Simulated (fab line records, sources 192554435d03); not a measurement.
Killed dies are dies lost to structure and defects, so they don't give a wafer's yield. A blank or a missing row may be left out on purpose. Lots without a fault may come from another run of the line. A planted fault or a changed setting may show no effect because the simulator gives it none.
fab line records | flow n5_finfet
record lots=10 wafers=29 last_day=17
route steps=1938 shown HKMG_FIN@421 BEOL_M4@1111 PASSIVATION@1936
lots that met no fault: from a run of the same line without faults
start_h: hours from the record's first day to the start of the lot's first wafer shown | wait_h: hours since the lot's step before | " the same as in the row above | L1.1+2: a row that stands for several wafers | - no value, or no start given | * or withheld: withheld | < > ~ a bound
route shown NAME@n: a module of which the file shows steps, and the number in the route of the first | usual: mean/standard deviation of fault-free wafers | same: alike in all rows | chamber/n: place in a boat | sites: the reading at each site | _std_site: their standard deviation | _edge_site: outer sites' mean less inner sites' | radius_mm: how far each site lies from the wafer's centre | mask NAME#n: copy n | behind: the tool/chamber that last shaped the wafer | hold: why the lot was held/for how many hours/how that ended | device: the transistor (n, p or np) that didn't switch | end of line: the same wafers' tests at the end of the route | a step without rows: its recipe alone | killed: dies lost to structure and defects at the first sort, not the wafer's yield | map: a wafer's dies, x killed, . not, _ none there
set.NAME: the setting as run; set.NAME@STEP: as run at that earlier step | model.NAME: the simulator's own value behind a step, which no gauge read
steps of the route over a sample of lots; a table a step, a row a wafer
services: from which hour (start_h, from the record's first day; less than 0 if before it) a tool's chamber was out of use, for how many hours, and why
## steps
# step N5_HKMG_FIN_PWFM_ALD_03
# recipe material=TiN target_thk_a=20 temp_c=400 ald_precursor_family=TiCl4 ald_co_reactant=NH3 pulse_time_s=1 purge_time_s=3 co_reactant_purge_time_s=2 co_reactant_pulse_time_s=2 ald_cycles=91 pressure_torr=3
# usual heater_power_w=939/85 precursor_pulse_height_rel=0.998/0.02 susceptor_temp_C=400.01/0.21
# columns lot.wafer tool chamber start_h wait_h heater_power_w precursor_pulse_height_rel susceptor_temp_C
L548.2 ald_metal-03 3 80.66 0.0 1069 0.990 399.90
L548.5 " 1 " " 888 0.976 400.18
L548.6 " 0 " " 882 0.982 400.10
L550.1 ald_metal-01 1 92.75 0.0 958 0.987 400.02
L550.4 " 2 " " 939 1.027 400.22
L550.5 " 0 " " 888 1.017 400.30
L551.3 ald_metal-01 3 98.62 0.0 926 1.006 400.44
L551.4 " 1 " " 983 0.981 400.06
L551.5 " 3 " " 923 1.010 400.19
L553.2 ald_metal-01 0 112.86 0.0 911 0.997 400.12
L553.5 " 2 " " 932 0.997 399.94
L553.6 " 1 " " 947 1.030 399.82
L555.2 ald_metal-03 0 123.17 0.0 860 0.961 399.70
L555.4 " 2 " " 1067 0.993 400.24
L555.5 " 2 " " 1068 0.991 400.06
L556.4 ald_metal-03 3 131.46 0.0 1047 1.000 399.99
L556.5 " 1 " " 910 1.011 400.32
L558.2 ald_metal-03 0 145.32 0.0 865 1.022 400.06
L558.3 " 1 " " 877 0.977 400.17
L558.4 " 3 " " 1032 0.974 399.99
L567.2 ald_metal-01 2 193.95 0.0 934 0.981 399.86
L567.3 " 3 " " 924 1.002 400.12
L567.5 " 1 " " 962 1.029 399.78
L569.2 ald_metal-01 3 208.68 0.0 927 0.992 400.35
L569.4 " 1 " " 939 1.017 399.94
L569.5 " 3 " " 933 1.008 400.26
L570.3 ald_metal-03 1 212.87 0.0 894 1.020 400.19
L570.5 " 1 " " 920 0.987 399.69
L570.6 " 0 " " 883 1.001 400.24
# step N5_HKMG_FIN_WET_ETCH_18
# recipe chemistry=SC1 target=TiN mix=1:1:5 temp_c=* time_s=55 target_depth_nm=5.2 dry=ipa_marangoni rinse_time_s=30 rinse_temp_c=23
# usual bath_guard_temp_C=* temp_c=*
# same time_s=55
# columns lot.wafer tool chamber start_h wait_h bath_guard_temp_C temp_c
L548.2 wet_bench-05 4 82.12 0.1 * *
L548.5 " 5 " " * *
L548.6 " 3 " " * *
L550.1 wet_bench-05 4 94.21 0.1 * *
L550.4 " 5 " " * *
L550.5 " 3 " " * *
L551.3 wet_bench-05 0 100.08 0.1 * *
L551.4 " 2 " " * *
L551.5 " 3 " " * *
L553.2 wet_bench-03 1 114.32 0.1 * *
L553.5 " 2 " " * *
L553.6 " 5 " " * *
L555.2 wet_bench-05 4 124.51 0.1 * *
L555.4 " 5 " " * *
L555.5 " 1 " " * *
L556.4 wet_bench-06 2 132.80 0.1 * *
L556.5 " 7 " " * *
L558.2 wet_bench-05 1 146.93 0.1 * *
L558.3 " 6 " " * *
L558.4 " 7 " " * *
L567.2 wet_bench-05 5 195.70 0.1 * *
L567.3 " 4 " " * *
L567.5 " 2 " " * *
L569.2 wet_bench-05 4 210.14 0.1 * *
L569.4 " 6 " " * *
L569.5 " 7 " " * *
L570.3 wet_bench-06 6 214.61 0.1 * *
L570.5 " 4 " " * *
L570.6 " 3 " " * *
# step N5_HKMG_FIN_STRIP_88
# recipe chemistry=N2/H2 power_w=2500 temp_c=300 h2_frac=0.65 time_s=360 pressure_mtorr=withheld n2_flow_sccm=1750 h2_flow_sccm=3250
# usual drypump_motor_current_A=5.29/0.27 heater_power_w=497/20
# same time_s=360
# columns lot.wafer tool chamber start_h wait_h drypump_motor_current_A heater_power_w rf_hours_counter_h
L548.2 plasma_asher-02 1 83.52 0.0 5.15 517 79
L548.5 " 0 " " 4.96 484 -
L548.6 " 1 " " 5.14 519 -
L550.1 plasma_asher-01 1 95.28 0.0 5.63 519 39
L550.4 " 0 " " 5.46 467 -
L550.5 " 1 " " 5.64 501 -
L551.3 plasma_asher-01 1 101.26 0.1 5.68 518 -
L551.4 " 0 " " 5.47 466 -
L551.5 " 1 " " 5.71 508 -
L553.2 plasma_asher-02 0 115.41 0.1 4.97 488 82
L553.5 " 0 " " 4.96 498 -
L553.6 " 1 " " 5.16 522 -
L555.2 plasma_asher-02 1 125.54 0.0 5.13 522 84
L555.4 " 1 " " 5.15 523 -
L555.5 " 0 " " 4.97 492 -
L556.4 plasma_asher-02 1 133.97 0.1 5.14 522 -
L556.5 " 1 " " 5.15 510 -
L558.2 plasma_asher-02 1 148.00 0.0 5.16 513 90
L558.3 " 0 " " 4.98 491 -
L558.4 " 1 " " 5.16 522 -
L567.2 plasma_asher-01 0 196.74 0.0 5.48 481 61
L567.3 " 1 " " 5.64 521 -
L567.5 " 0 " " 5.46 455 -
L569.2 plasma_asher-01 0 211.37 0.0 5.47 478 63
L569.4 " 0 " " 5.47 456 -
L569.5 " 0 " " 5.46 459 -
L570.3 plasma_asher-01 1 215.87 0.1 5.67 511 -
L570.5 " 1 " " 5.70 509 -
L570.6 " 0 " " 5.48 467 -
# step N5_HKMG_FIN_ETCH_67
# recipe chemistry=N2/H2 target=SOC target_depth_a=3889 stop_on=TiN ion_energy_ev=100 bias_w=61 pressure_mtorr=30 source_w=850 n2_flow_sccm=200 h2_flow_sccm=200
# usual drypump_motor_current_A=5.8/0.45 oes_product_au=0.77/0.063 rf_vpp_V=240.9/1.1 showerhead_plenum_p_Torr=2.56/0.05 throttle_valve_pct=17.82/0.2
# columns lot.wafer tool chamber start_h wait_h drypump_motor_current_A oes_product_au rf_hours_counter_h rf_vpp_V showerhead_plenum_p_Torr throttle_valve_pct
L548.2 rie_diel-04 2 84.34 - 6.0 0.82 62 240.2 2.58 17.49
L548.5 " 2 " " 6.0 0.82 - 241.0 2.58 17.47
L548.6 " 3 " " 5.6 0.70 - 242.6 2.60 17.95
L550.1 rie_diel-02 1 96.11 - 5.8 0.78 127 241.7 2.53 17.71
L550.4 " 2 " " 6.7 0.76 - 241.4 2.65 18.14
L550.5 " 1 " " 5.9 0.79 - 240.9 2.53 17.73
L551.3 rie_diel-04 1 102.09 - 5.6 0.84 56 240.9 2.59 17.93
L551.4 " 3 " " 5.6 0.69 227 241.4 2.60 17.96
L551.5 " 3 " " 5.6 0.69 - 241.2 2.60 17.95
L553.2 rie_diel-01 3 116.23 - 6.7 0.71 207 243.0 2.61 17.92
L553.5 " 2 " " 5.6 0.79 - 239.3 2.47 17.98
L553.6 " 3 " " 6.7 0.71 - 241.6 2.61 17.93
L555.2 rie_diel-04 0 126.44 - 5.3 0.72 185 240.2 2.53 17.80
L555.4 " 3 " " 5.6 0.69 235 242.0 2.60 17.96
L555.5 " 2 " " 6.0 0.80 - 242.2 2.57 17.52
L556.4 rie_diel-01 0 134.71 - 5.9 0.74 153 238.0 2.44 17.78
L556.5 " 3 " " 6.7 0.71 - 241.8 2.60 17.93
L558.2 rie_diel-04 2 148.82 - 6.0 0.80 85 242.8 2.57 17.53
L558.3 " 1 " " 5.6 0.82 73 240.2 2.58 17.97
L558.4 " 3 " " 5.6 0.68 243 241.9 2.59 17.98
L567.2 rie_diel-02 0 197.56 - 6.2 0.88 27 243.2 2.60 17.60
L567.3 " 2 " " 6.7 0.74 177 242.3 2.64 18.19
L567.5 " 3 " " 5.2 0.70 - 241.5 2.52 17.62
L569.2 rie_diel-02 2 212.19 - 6.6 0.73 182 241.7 2.63 18.20
L569.4 " 0 " " 6.2 0.87 32 240.1 2.59 17.62
L569.5 " 2 " " 6.6 0.74 - 241.4 2.63 18.20
L570.3 rie_diel-04 3 216.63 - 5.6 0.98 4 241.5 2.59 17.64
L570.5 " 1 " " 5.6 0.79 - 241.6 2.56 18.02
L570.6 " 0 " " 5.3 0.69 - 240.9 2.52 17.83
# step N5_BEOL_M4_RC_MEAS_101
# usual DIBL_N=36.1/1.6 DIBL_P=35.8/2.1 IOFF_N=0.16/0.031 IOFF_P=0.21/0.034 ION_N=673/12 ION_P=461/7.2 SS_N=71.4/0.59 SS_P=73.3/0.63 VT_N=250/3.1 VT_P=-250/3.3
# columns lot.wafer tool chamber start_h wait_h DIBL_N[mV/V] DIBL_P[mV/V] IOFF_N[nA/um] IOFF_P[nA/um] ION_N[uA/um] ION_P[uA/um] SS_N[mV/dec] SS_P[mV/dec] VT_N[mV] VT_P[mV]
L548.2 prober-01 0 175.52 0.2 35.3 35.4 0.15 0.19 674 457 71.6 73.0 249 -251
L548.5 " 0 " " 38.5 38.8 0.21 0.24 687 461 72.6 73.6 245 -249
L548.6 " 0 " " 36.4 37.1 0.16 0.23 674 465 71.7 73.4 250 -247
L550.1 prober-02 0 180.90 0.0 34.4 35.0 0.13 0.17 658 451 70.6 73.4 253 -252
L550.4 " 0 " " 36.0 36.9 0.16 0.21 686 467 71.6 73.6 250 -251
L550.5 " 0 " " 36.2 36.9 0.16 0.20 670 457 71.4 73.9 250 -253
L551.3 prober-02 0 201.06 0.3 36.3 36.9 0.17 0.21 683 459 71.6 73.3 250 -253
L551.4 " 0 " " 36.1 37.0 0.17 0.21 677 457 71.6 73.4 249 -253
L551.5 " 0 " " 38.2 39.6 0.23 0.27 687 465 72.3 74.0 243 -249
L553.2 prober-01 0 210.33 0.2 35.0 35.2 0.14 0.18 666 455 71.4 72.9 251 -255
L553.5 " 0 " " 33.3 31.9 0.10 0.14 649 445 70.9 72.0 261 -256
L553.6 " 0 " " 35.1 35.1 0.14 0.18 662 452 70.7 73.5 252 -255
L555.2 prober-01 0 228.16 0.2 38.0 38.3 0.17 0.26 679 480 72.0 73.9 250 -244
L555.4 " 0 " " 37.3 35.4 0.14 0.21 660 458 71.1 73.1 249 -249
L555.5 " 0 " " 36.9 35.4 0.14 0.21 664 462 71.9 72.7 253 -248
L556.4 prober-02 0 233.98 0.5 36.4 35.5 0.14 0.18 667 453 70.6 73.6 251 -253
L556.5 " 0 " " 36.4 36.1 0.15 0.21 668 454 70.6 73.7 251 -251
L558.2 prober-01 0 246.21 0.2 34.2 34.8 0.14 0.20 666 463 70.9 72.3 250 -249
L558.3 " 0 " " 34.6 36.0 0.15 0.21 688 478 71.3 72.5 248 -250
L558.4 " 0 " " 36.7 36.9 0.18 0.21 687 471 71.7 73.6 247 -254
L567.2 prober-02 0 295.19 0.2 35.3 34.9 0.14 0.23 666 470 71.1 73.2 253 -247
L567.3 " 0 " " 37.0 37.4 0.18 0.26 668 470 71.5 73.6 248 -247
L567.5 " 0 " " 37.0 35.8 0.17 0.23 674 465 71.3 73.6 250 -247
L569.2 prober-02 0 301.17 0.2 33.8 31.7 0.11 0.18 649 464 70.8 71.4 254 -249
L569.4 " 0 " " 39.8 39.0 0.25 0.31 698 474 71.7 73.9 242 -241
L569.5 " 0 " " 37.5 36.7 0.18 0.27 688 471 71.7 73.3 245 -244
L570.3 prober-02 0 310.34 0.3 34.9 36.0 0.16 0.20 682 463 71.6 73.4 248 -247
L570.5 " 0 " " 35.4 36.3 0.17 0.21 674 461 71.3 74.2 248 -248
L570.6 " 0 " " 36.7 38.3 0.21 0.24 688 463 72.0 73.9 242 -248
# step N5_PASSIVATION_PROBE_49
# usual defect_limited_yield=91.0/1.5 killed_at_M0_to_M3=35/11 killed_at_M4_up=13/6 killed_at_contacts=14/6.5 killed_at_front_end=40/12 killed_at_other=4/3.4 killed_dies=106/18 killed_open=68/14 killed_short=35/7.7 sort_bin_5_function=5.2/0.98 sort_bin_6_memory=3.4/0.72 sort_n_pass=1074/18 sort_yield_pct=91.0/1.5
# same gross_dies=1180 killed_at_back_side=0 sort_bin_4_leakage[%]=0 sort_bin_8_speed[%]=0
# columns lot.wafer tool chamber start_h wait_h defect_limited_yield[%] killed_at_M0_to_M3 killed_at_M4_up killed_at_contacts killed_at_front_end killed_at_other killed_dies killed_open killed_short sort_bin_5_function[%] sort_bin_6_memory[%] sort_n_pass sort_yield_pct[%]
L558.2 prober-02 - 352.08 0.1 93.5 22 12 10 24 9 77 48 28 3.6 2.5 1103 93.5
L558.3 prober-02 - 352.13 0.1 94.0 18 9 11 31 2 71 46 24 3.6 2.3 1109 94.0
L558.4 prober-02 - 352.18 0.2 94.5 18 10 9 23 5 65 41 23 3.3 1.9 1115 94.5
# killed by level:class
L558.2 MOL_CONTACT_COAG:geometric_particle:open=7 STI_FIN_REVEAL:geometric_particle:open=6 BEOL_M3:geometric_particle:open=6 ILD0:geometric_particle:open=4 ILD0:geometric_particle:short=4 BEOL_M1:geometric_particle:open=4 BEOL_M1:geometric_particle:short=4 BEOL_M5:geometric_particle:open=4
L558.3 MOL_CONTACT_COAG:geometric_particle:open=7 STARTING-WAFER:geometric_particle:open=7 DUMMY_GATE:geometric_particle:open=4 GATE_CUT:geometric_particle:short=4 MOL_CONTACT_COAG:geometric_particle:short=4 BEOL_M2:geometric_particle:open=4 BEOL_M3:geometric_particle:open=4 FIN_SAQP:geometric_particle:open=3
L558.4 BEOL_M0_SAQP:geometric_particle:open=8 DUMMY_GATE:geometric_particle:open=6 MOL_CONTACT_COAG:geometric_particle:open=6 FIN_SAQP:geometric_particle:short=4 BEOL_M1:geometric_particle:open=4 STI_FIN_REVEAL:geometric_particle:open=3 MOL_CONTACT_COAG:geometric_particle:short=3 PASS1_CAP:geometric_particle:short=3
## services
# columns tool chamber start_h hours kind
rie_diel-02 1 60.94 12.0 repair
wet_bench-06 - 66.91 1.9 pm
rie_diel-01 1 68.06 6.8 repair
plasma_asher-01 - 81.45 1.4 repair
rie_diel-02 0 91.12 - clean
rie_diel-02 0 91.12 - consumable_replace:focus_ring
rie_diel-02 0 91.12 16.2 scheduled_down
rie_diel-02 0 91.12 16.2 vent_cycle
rie_diel-01 1 98.46 4.6 repair
ald_metal-01 - 119.87 6.0 pm
plasma_asher-01 - 131.10 4.4 repair
ald_metal-03 - 143.59 0.7 repair
rie_diel-04 3 149.90 3.7 repair
rie_diel-02 2 165.11 1.6 repair
rie_diel-02 1 169.68 5.5 repair
rie_diel-04 3 174.05 - clean
rie_diel-04 3 174.05 - consumable_replace:focus_ring
rie_diel-04 3 174.05 32.0 scheduled_down
rie_diel-04 3 174.05 32.0 vent_cycle
rie_diel-02 - 176.27 14.6 pm
plasma_asher-01 - 177.47 2.0 repair
rie_diel-04 0 192.97 14.7 repair
## key
first_sign step=N5_HKMG_FIN_WET_ETCH_18 reading=temp_c direction=down sigmas=28 usual=* struck=*
effect step=N5_HKMG_FIN_WET_ETCH_18 reading=bath_guard_temp_C direction=down sigmas=5.4 usual=* struck=*
met_at N5_HKMG_FIN_WET_ETCH_18
struck_lots L567,L569
not_acting_at N5_HKMG_FIN_PWFM_ALD_03,N5_HKMG_FIN_STRIP_88,N5_HKMG_FIN_ETCH_67
onset_between 146.93 195.70
fault kind=process_parameter_drift tool=wet_bench-05 chamber=- onset_h=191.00 steps=N5_HKMG_FIN_WET_ETCH_18 channel=temp_c offset=* shape=step end_h=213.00 acts_in=* stated=*
